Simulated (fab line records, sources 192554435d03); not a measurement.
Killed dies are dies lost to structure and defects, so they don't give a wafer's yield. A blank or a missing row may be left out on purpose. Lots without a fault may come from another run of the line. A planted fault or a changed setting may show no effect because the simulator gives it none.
A struck lot beside a sound one | flow n5_finfet | 34 steps out of a route of 1938
Sound: wafers L333.1, L333.2, L333.6. Struck: wafers L317.3, L317.5, L317.6. The cause comes at the end.
At each step with rows: each side's tool, then ch and its chambers, then its first start. Under that, the readings that differ: sound wafers | struck wafers | difference of the means | sigmas: that difference in standard deviations of wafers without a fault.
alike: readings whose means differ by less than 2 such deviations, and words and numbers that are the same on both sides. not compared: withheld readings, readings that some wafer has no value for, bounds like >300 that may hide the same value, and numbers for which the record gives no deviation and whose values overlap.
The two part at a step that has a row with sigmas, a row that says differs or no value, or rows on one side only. Numbers that don't overlap but have no deviation are shown without sigmas and don't part them. A reading that every wafer of one side lacks parts them only if that side has two wafers or more.

first, 8 steps without rows for these wafers: N5_BEOL_M7_ECD_50 (material Cu, target thk 300 nm); N5_BEOL_M7_ANNEAL_51 (time 90 s); N5_BEOL_M7_CMP_52 (polishes, stops on SiCOH lowk, t overpolish 6.9 s, target thk 80 nm); N5_BEOL_M7_PRE_CLEAN_55 (time 15 s); N5_BEOL_M7_DEP_56 (deposits SiCN from 3MS/NH3, target thk 10 nm, time 17.5 s); N5_BEOL_M8_ILD_DEP_00 (deposits SiCOH lowk from DEMS/porogen, target thk 179.75 nm, time 33.4 s); N5_BEOL_M8_CURE_74 (cures SiCOH lowk, time 240 s); N5_BEOL_M8_PECVD_70 (deposits SiO2 from TEOS/O2, target thk 20 nm, time 22.7 s).
N5_BEOL_M8_HM_DEP_02: deposits TiN, target thk 20 nm.
  sound on pvd_sputter-03, day 17 21:14; struck on pvd_sputter-01, day 14 14:24
  reading                                    | sound          | struck      | difference | sigmas
  model.TiN_of_BEOL_M8_HM_DEP_02.thk_nm (nm) | 20.6 20.2 20.6 | 6.8 6.8 6.6 | -13.7      |
  alike: throttle_valve_pct
then, 13 steps without rows for these wafers: N5_BEOL_M8_COAT_59 (time 60 s, resist thk 100 nm); N5_BEOL_M8_COAT_60 (time 60 s, resist thk 35 nm); N5_BEOL_M8_COAT_05 (resist thk 90 nm); N5_BEOL_M8_EBR_07; N5_BEOL_M8_SOFTBAKE_06 (time 60 s); N5_BEOL_M8_EXPOSE_08 (exposes mask M8); N5_BEOL_M8_PEB_09 (peb time 60 s); N5_BEOL_M8_DEVELOP_10 (develop time 30 s); N5_BEOL_M8_DESCUM_16 (chemistry O2, time 7.9 s); N5_BEOL_M8_ETCH_61 (etches SiARC in CF4, target depth 45.5 nm, time 75.8 s); N5_BEOL_M8_ETCH_62 (etches SOC in N2/H2, target depth 110 nm, overetch 22 nm, time 165 s); N5_BEOL_M8_STRIP_68 (strips in N2/H2); N5_BEOL_M8_STRIP_67 (strips in CF4).
N5_BEOL_M8_HM_OPEN_17: chemistry Cl2/BCl3, target TiN, target depth 20 nm, overetch 6 nm.
  sound on rie_metal-03 ch 1, day 17 22:15; struck on rie_metal-03 ch 0,1, day 14 15:18
  reading                  | sound             | struck            | difference | sigmas
  oes_product_au (a.u.)    | 0.67 0.67 0.66    | 0.42 0.35 0.41    | -0.27      | -3
  throttle_valve_pct (%)   | 22.21 22.21 22.19 | 22.63 22.52 22.65 | +0.40      | +3
  model.etch.depth_nm (nm) | 20.57 20.25 20.68 | 6.761 6.728 6.575 | -13.812    |
  alike: bcl3_flow_sccm, drypump_motor_current_A
  not compared: rf_hours_counter_h
then, 10 steps without rows for these wafers: N5_BEOL_M8_STRIP_19 (strips in O2); N5_BEOL_M8_COAT_63 (time 60 s, resist thk 60 nm); N5_BEOL_M8_COAT_64 (time 60 s, resist thk 12 nm); N5_BEOL_M8_COAT_71 (time 60 s, resist thk 5 nm); N5_BEOL_M8_COAT_22 (resist thk 30 nm); N5_BEOL_M8_EBR_24; N5_BEOL_M8_SOFTBAKE_23 (time 60 s); N5_BEOL_M8_EXPOSE_25 (exposes mask V7, target cd 40 nm); N5_BEOL_M8_PEB_26 (peb time 60 s); N5_BEOL_M8_DEVELOP_27 (develop time 30 s).
N5_BEOL_M8_TRENCH_ETCH_37: etches SiCOH lowk in C4F6/O2, target depth 93.478 nm, time 31.2 s.
  sound on rie_diel-05 ch 0,1; struck on rie_diel-05 ch 1,2,3
  reading                                    | sound      | struck    | difference | sigmas
  model.TiN_of_BEOL_M8_HM_DEP_02.thk_nm (nm) | 18 17.6 18 | 4.2 4 3.8 | -13.9      |
  alike: drypump_motor_current_A, oes_product_au, rf_vpp_V, showerhead_plenum_p_Torr, throttle_valve_pct
  not compared: rf_hours_counter_h

WHERE THEY PART
Only at N5_BEOL_M8_HM_OPEN_17, within this record. Later steps at which nothing parts them and some readings are alike: N5_BEOL_M8_TRENCH_ETCH_37.

WHY: what the simulator had put in
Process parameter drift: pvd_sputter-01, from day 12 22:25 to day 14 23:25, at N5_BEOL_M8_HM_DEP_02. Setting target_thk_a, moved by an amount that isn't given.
